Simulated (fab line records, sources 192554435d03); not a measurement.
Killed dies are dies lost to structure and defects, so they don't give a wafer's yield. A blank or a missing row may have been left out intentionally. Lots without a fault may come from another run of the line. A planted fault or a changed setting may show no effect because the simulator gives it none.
fab line records + flow n5Finfet + part 2 of 2: steps 18 to 27 of 27
record
- lots=5
- wafers=15
- lastDay=16
route steps=1938 shown BEOL_M6@1227
lots untouched by any fault: they come from a run of this same line in which no faults occurred
startH: hours from the record's opening day to when the first of the lot's shown wafers began + waitH: hours since the lot's step before + " unchanged from the row above + L1.1+2: several wafers, shown together as one row + - no value, or no start given + * or withheld: withheld + < > ~ a bound
route shown NAME@n: NAME is a module with steps in the file, n the number in the route of the first one + usual: the fault-free wafers' mean and standard deviation + same: alike in all rows + chamber/n: place in a boat + sites: the reading at each site + _std_site: standard deviation of those values + _edge_site: mean of outer sites minus mean of inner sites + radiusMm: how far each site lies from the wafer's centre + mask NAME#n: copy n + behind: the last tool/chamber to shape the wafer + hold: the reason the lot was held/the length of the hold in hours/how it ended + device: transistor that didn't switch, given as n, p or np + end of line: the same wafers' tests at the end of the route + where a step has no rows: the recipe by itself + killed: the dies lost at the first sort to structure and to defects; this is not the yield of the wafer + map: the dies of a wafer, with x for killed, . for not killed, _ for no die there
set.NAME: the run value of the setting; set.NAME@STEP: its run value at that earlier step + model.NAME: the simulator's own value behind a step, which no gauge read
a table for each step, a row for each wafer; lots at some steps of the route
services: when a tool's chamber went out of use (startH, in hours from the record's first day, below 0 if earlier), for how many hours, and the reason
## steps
# step N5_BEOL_M6_SRD_40
# recipe
- timeS=30
- tempC=23
- rinseLiquid=diw
- dry=ipaMarangoni
# usual
- bathHeatDutyPct=3.9/0.63
- doSupplyPpb=10.01/0.1
| lot.wafer | tool        | chamber | startH | waitH | bathHeatDutyPct | doSupplyPpb |
|-----------|-------------|---------|--------|-------|-----------------|-------------|
| L074.4    | wetBench-02 | 3       | 183.47 | 0.0   | 4.3             | 10.06       |
| L074.5    | "           | 5       | "      | "     | 3.7             | 10.26       |
| L074.6    | "           | 4       | "      | "     | 4.9             | 9.85        |
| L088.1    | wetBench-02 | 3       | 264.86 | 0.0   | 3.2             | 10.16       |
| L088.3    | "           | 2       | "      | "     | 4.4             | 9.94        |
| L088.5    | "           | 5       | "      | "     | 4.4             | 9.99        |
| L089.1    | wetBench-06 | 6       | 265.33 | 0.0   | 4.8             | 10.13       |
| L089.4    | "           | 5       | "      | "     | 4.7             | 10.04       |
| L089.5    | "           | 3       | "      | "     | 3.2             | 9.91        |
| L091.2    | wetBench-02 | 7       | 290.28 | 0.0   | 3.5             | 9.93        |
| L091.3    | "           | 6       | "      | "     | 4.1             | 10.05       |
| L091.6    | "           | 1       | "      | "     | 3.7             | 10.04       |
| L094.1    | wetBench-03 | 0       | 303.37 | 0.0   | 4.6             | 10.03       |
| L094.2    | "           | 5       | "      | "     | 5.2             | 9.97        |
| L094.3    | "           | 6       | "      | "     | 4.1             | 10.01       |
# step N5_BEOL_M6_PRECLEAN_42
# recipe
- chemistry=residueRemover
- timeS=60
- tempC=40
# usual
- bathHeatDutyPct=4.8/0.69
| lot.wafer | tool        | chamber | startH | waitH | bathHeatDutyPct |
|-----------|-------------|---------|--------|-------|-----------------|
| L074.4    | wetBench-02 | 3       | 183.48 | 0.0   | 4.6             |
| L074.5    | "           | 5       | "      | "     | 4.4             |
| L074.6    | "           | 4       | "      | "     | 3.7             |
| L088.1    | wetBench-02 | 3       | 264.87 | 0.0   | 5.3             |
| L088.3    | "           | 2       | "      | "     | 5.0             |
| L088.5    | "           | 5       | "      | "     | 4.7             |
| L089.1    | wetBench-06 | 6       | 265.34 | 0.0   | 4.6             |
| L089.4    | "           | 5       | "      | "     | 6.5             |
| L089.5    | "           | 3       | "      | "     | 4.3             |
| L091.2    | wetBench-02 | 7       | 290.30 | 0.0   | 4.5             |
| L091.3    | "           | 6       | "      | "     | 5.2             |
| L091.6    | "           | 1       | "      | "     | 4.2             |
| L094.1    | wetBench-03 | 0       | 303.39 | 0.0   | 5.1             |
| L094.2    | "           | 5       | "      | "     | 5.2             |
| L094.3    | "           | 6       | "      | "     | 4.0             |
# step N5_BEOL_M6_SRD_43
# recipe
- timeS=30
- tempC=23
- rinseLiquid=diw
- dry=ipaMarangoni
# usual
- bathHeatDutyPct=3.8/0.65
- doSupplyPpb=10.01/0.092
| lot.wafer | tool        | chamber | startH | waitH | bathHeatDutyPct | doSupplyPpb |
|-----------|-------------|---------|--------|-------|-----------------|-------------|
| L074.4    | wetBench-02 | 3       | 183.50 | 0.0   | 4.5             | 10.03       |
| L074.5    | "           | 5       | "      | "     | 3.7             | 10.20       |
| L074.6    | "           | 4       | "      | "     | 4.1             | 9.95        |
| L088.1    | wetBench-02 | 3       | 264.89 | 0.0   | 4.1             | 9.94        |
| L088.3    | "           | 2       | "      | "     | 4.9             | 10.05       |
| L088.5    | "           | 5       | "      | "     | 4.2             | 9.93        |
| L089.1    | wetBench-06 | 6       | 265.36 | 0.0   | 3.9             | 10.10       |
| L089.4    | "           | 5       | "      | "     | 3.5             | 10.05       |
| L089.5    | "           | 3       | "      | "     | 2.7             | 10.08       |
| L091.2    | wetBench-02 | 7       | 290.32 | 0.0   | 3.4             | 10.10       |
| L091.3    | "           | 6       | "      | "     | 4.6             | 10.24       |
| L091.6    | "           | 1       | "      | "     | 3.3             | 10.07       |
| L094.1    | wetBench-03 | 0       | 303.41 | 0.0   | 4.9             | 9.96        |
| L094.2    | "           | 5       | "      | "     | 3.5             | 10.08       |
| L094.3    | "           | 6       | "      | "     | 3.3             | 10.17       |
# step N5_BEOL_M6_CD_MEAS_35
# recipe
- targetCdNm=40
- targetCdYNm=28
- polarity=opening
# usual
- cdNm=40.4/0.59
| lot.wafer | tool     | chamber | startH | waitH | cdNm |
|-----------|----------|---------|--------|-------|------|
| L074.4    | cdSem-01 | -       | 183.54 | 0.0   | 39.5 |
| L074.5    | "        | -       | "      | "     | 40.1 |
| L074.6    | "        | -       | "      | "     | 39.9 |
| L088.1    | cdSem-02 | -       | 264.93 | 0.0   | 39.3 |
| L088.3    | "        | -       | "      | "     | 40.6 |
| L088.5    | "        | -       | "      | "     | 39.1 |
| L089.1    | cdSem-01 | -       | 265.40 | 0.0   | 41.0 |
| L089.4    | "        | -       | "      | "     | 40.7 |
| L089.5    | "        | -       | "      | "     | 40.6 |
| L091.2    | cdSem-01 | -       | 290.36 | 0.0   | 39.8 |
| L091.3    | "        | -       | "      | "     | 39.4 |
| L091.6    | "        | -       | "      | "     | 39.9 |
| L094.1    | cdSem-02 | -       | 303.45 | 0.0   | 40.1 |
| L094.2    | "        | -       | "      | "     | 40.5 |
| L094.3    | "        | -       | "      | "     | 39.4 |
# step N5_BEOL_M6_CURE_75
# recipe
- tempC=370
- timeS=120
- ambient=DMADMS/He
- material=SiCOH_lowk
# usual
- lampPowerPct=52.31/0.061
- wafer_temp_C_max=371.9/0.56
| lot.wafer | tool      | chamber | startH | waitH | lampPowerPct | wafer_temp_C_max |
|-----------|-----------|---------|--------|-------|--------------|------------------|
| L074.4    | uvCure-01 | 2       | 183.73 | 0.2   | 52.23        | 371.3            |
| L074.5    | "         | 2       | "      | "     | 52.33        | 372.1            |
| L074.6    | "         | 2       | "      | "     | 52.33        | 371.4            |
| L088.1    | uvCure-01 | 0       | 264.97 | 0.0   | 52.26        | 372.1            |
| L088.3    | "         | 0       | "      | "     | 52.37        | 371.9            |
| L088.5    | "         | 0       | "      | "     | 52.39        | 372.0            |
| L089.1    | uvCure-01 | 2       | 265.44 | 0.0   | 52.34        | 371.5            |
| L089.4    | "         | 2       | "      | "     | 52.37        | 371.6            |
| L089.5    | "         | 2       | "      | "     | 52.36        | 371.9            |
| L091.2    | uvCure-03 | 0       | 290.45 | 0.1   | 52.32        | 371.9            |
| L091.3    | "         | 0       | "      | "     | 52.32        | 371.8            |
| L091.6    | "         | 0       | "      | "     | 52.37        | 371.8            |
| L094.1    | uvCure-02 | 0       | 303.49 | 0.0   | 52.37        | 371.7            |
| L094.2    | "         | 0       | "      | "     | 52.39        | 372.6            |
| L094.3    | "         | 0       | "      | "     | 52.19        | 372.4            |
# step N5_BEOL_M6_DEGAS_44
# recipe
- ambient=vacuum
- tempC=250
- timeS=60
# usual
- heaterPowerW=328/29
| lot.wafer | tool          | chamber | startH | waitH | heaterPowerW |
|-----------|---------------|---------|--------|-------|--------------|
| L074.4    | pvdSputter-02 | -       | 184.13 | 0.3   | 355          |
| L074.5    | "             | -       | "      | "     | 325          |
| L074.6    | "             | -       | "      | "     | 321          |
| L088.1    | pvdSputter-01 | -       | 265.29 | 0.3   | 307          |
| L088.3    | "             | -       | "      | "     | 364          |
| L088.5    | "             | -       | "      | "     | 309          |
| L089.1    | pvdSputter-03 | -       | 265.77 | 0.3   | 261          |
| L089.4    | "             | -       | "      | "     | 324          |
| L089.5    | "             | -       | "      | "     | 348          |
| L091.2    | pvdSputter-02 | -       | 290.81 | 0.3   | 301          |
| L091.3    | "             | -       | "      | "     | 322          |
| L091.6    | "             | -       | "      | "     | 328          |
| L094.1    | pvdSputter-03 | -       | 303.82 | 0.3   | 251          |
| L094.2    | "             | -       | "      | "     | 356          |
| L094.3    | "             | -       | "      | "     | 328          |
# step N5_BEOL_M6_PRE_CLEAN_45
# recipe
- gas=H2/He
- timeS=30
- tempC=250
# usual
- heaterPowerW=329/29
| lot.wafer | tool          | chamber | startH | waitH | heaterPowerW |
|-----------|---------------|---------|--------|-------|--------------|
| L074.4    | pvdSputter-02 | -       | 184.17 | 0.0   | 361          |
| L074.5    | "             | -       | "      | "     | 322          |
| L074.6    | "             | -       | "      | "     | 322          |
| L088.1    | pvdSputter-01 | -       | 265.33 | 0.0   | 310          |
| L088.3    | "             | -       | "      | "     | 355          |
| L088.5    | "             | -       | "      | "     | 319          |
| L089.1    | pvdSputter-03 | -       | 265.81 | 0.0   | 255          |
| L089.4    | "             | -       | "      | "     | 328          |
| L089.5    | "             | -       | "      | "     | 340          |
| L091.2    | pvdSputter-02 | -       | 290.85 | 0.0   | 311          |
| L091.3    | "             | -       | "      | "     | 328          |
| L091.6    | "             | -       | "      | "     | 329          |
| L094.1    | pvdSputter-03 | -       | 303.86 | 0.0   | 261          |
| L094.2    | "             | -       | "      | "     | 351          |
| L094.3    | "             | -       | "      | "     | 331          |
# step N5_BEOL_M6_ALD_77
# recipe
- material=TaN
- targetThkA=20
- tempC=275
- aldPrecursorFamily=PDMAT
- aldCoReactant=NH3
- pressureTorr=3
- carrierFlowSccm=1500
- pulseTimeS=2
- purgeTimeS=3
- coReactantPurgeTimeS=2
- coReactantPulseTimeS=3
- aldCycles=40
- precursorVesselTempC=75
- precursorVesselPressureTorr=26.25
- precursorVesselCarrierSccm=1000
# usual
- heaterPowerW=422/41
- mfcCarrierSccm=1500/4.1
| lot.wafer | tool        | chamber | startH | waitH | heaterPowerW | mfcCarrierSccm |
|-----------|-------------|---------|--------|-------|--------------|----------------|
| L074.4    | aldMetal-03 | 2       | 184.23 | 0.0   | 400          | 1498           |
| L074.5    | "           | 3       | "      | "     | 354          | 1499           |
| L074.6    | "           | 2       | "      | "     | 416          | 1492           |
| L088.1    | aldMetal-04 | 0       | 265.41 | 0.1   | 425          | 1502           |
| L088.3    | "           | 3       | "      | "     | 375          | 1497           |
| L088.5    | "           | 1       | "      | "     | 437          | 1501           |
| L089.1    | aldMetal-04 | 1       | 265.93 | 0.1   | 435          | 1500           |
| L089.4    | "           | 0       | "      | "     | 440          | 1505           |
| L089.5    | "           | 0       | "      | "     | 424          | 1511           |
| L091.2    | aldMetal-04 | 3       | 290.96 | 0.1   | 374          | 1495           |
| L091.3    | "           | 0       | "      | "     | 432          | 1506           |
| L091.6    | "           | 2       | "      | "     | 469          | 1491           |
| L094.1    | aldMetal-01 | 1       | 303.93 | 0.0   | 491          | 1496           |
| L094.2    | "           | 3       | "      | "     | 378          | 1501           |
| L094.3    | "           | 0       | "      | "     | 415          | 1500           |
# step N5_BEOL_M6_SURFACE_TREAT_79
# recipe
- gas=Ar
- timeS=*
- ionEnergyEv=*
- ionCurrentMaCm2=0.5
- pressureMtorr=*
- arFlowSccm=30
# usual
- arFlowSccm=29.99/0.083
- throttleValvePct=*
| lot.wafer | tool          | chamber | startH | waitH | arFlowSccm | throttleValvePct |
|-----------|---------------|---------|--------|-------|------------|------------------|
| L074.4    | pvdSputter-01 | -       | 184.57 | 0.2   | 29.95      | *                |
| L074.5    | "             | -       | "      | "     | 29.95      | *                |
| L074.6    | "             | -       | "      | "     | 30.06      | *                |
| L088.1    | pvdSputter-03 | -       | 265.73 | 0.2   | 29.91      | *                |
| L088.3    | "             | -       | "      | "     | 29.89      | *                |
| L088.5    | "             | -       | "      | "     | 30.02      | *                |
| L089.1    | pvdSputter-02 | -       | 266.47 | 0.4   | 29.90      | *                |
| L089.4    | "             | -       | "      | "     | 30.11      | *                |
| L089.5    | "             | -       | "      | "     | 29.94      | *                |
| L091.2    | pvdSputter-03 | -       | 291.41 | 0.3   | 30.04      | *                |
| L091.3    | "             | -       | "      | "     | 29.98      | *                |
| L091.6    | "             | -       | "      | "     | 30.11      | *                |
| L094.1    | pvdSputter-02 | -       | 304.28 | 0.2   | 29.95      | *                |
| L094.2    | "             | -       | "      | "     | 30.00      | *                |
| L094.3    | "             | -       | "      | "     | 29.87      | *                |
# step N5_BEOL_M6_CVD_78
# recipe
- material=Co
- targetThkA=20
- tempC=withheld
- precursor=CCTBA/H2
- pressureTorr=30
- timeS=142.3
| lot.wafer  | tool     | chamber | startH | waitH |
|------------|----------|---------|--------|-------|
| L074.4+5+6 | cvdCo-02 | 2,1,0   | 184.68 | 0.1   |
| L088.1+3+5 | cvdCo-02 | 0,1,0   | 265.81 | 0.1   |
| L089.1+4+5 | cvdCo-01 | 2,0,1   | 266.58 | 0.1   |
| L091.2+3+6 | cvdCo-01 | 2,0,2   | 291.74 | 0.3   |
| L094.1+2+3 | cvdCo-02 | 2,0,1   | 304.34 | 0.0   |
## services
| tool          | chamber | startH | hours | kind                         |
|---------------|---------|--------|-------|------------------------------|
| pvdSputter-01 | -       | 161.78 | 0.8   | repair                       |
| cvdCo-01      | -       | 171.84 | 39.5  | repair                       |
| aldMetal-04   | -       | 181.93 | 6.0   | pm                           |
| aldMetal-03   | -       | 217.57 | 1.8   | repair                       |
| aldMetal-04   | -       | 225.09 | 1.3   | repair                       |
| uvCure-01     | -       | 226.58 | 28.1  | pm                           |
| rieDiel-02    | 2       | 231.84 | 21.6  | repair                       |
| aldMetal-01   | 0       | 234.92 | 2.9   | repair                       |
| aldMetal-04   | 1       | 236.48 | 6.2   | repair                       |
| wetBench-02   | -       | 246.84 | 1.2   | repair                       |
| uvCure-01     | -       | 254.68 | 1.0   | pm                           |
| uvCure-03     | -       | 269.52 | 7.5   | pm                           |
| uvCure-01     | -       | 284.06 | 7.5   | pm                           |
| cvdCo-01      | -       | 284.64 | 1.2   | repair                       |
| rieDiel-01    | 0       | 286.63 | -     | clean                        |
| rieDiel-01    | 0       | 286.63 | -     | consumableReplace:focusRing  |
| rieDiel-01    | 0       | 286.63 | -     | consumableReplace:showerhead |
| rieDiel-01    | 0       | 286.63 | 28.2  | scheduledDown                |
| rieDiel-01    | 0       | 286.63 | 28.2  | ventCycle                    |
| aldMetal-03   | -       | 291.59 | 6.4   | repair                       |
| aldMetal-04   | 3       | 295.07 | 4.1   | repair                       |
| uvCure-02     | -       | 296.95 | 4.5   | pm                           |
| cvdCo-02      | -       | 300.71 | 1.5   | repair                       |
| wetBench-02   | -       | 304.33 | 4.6   | repair                       |
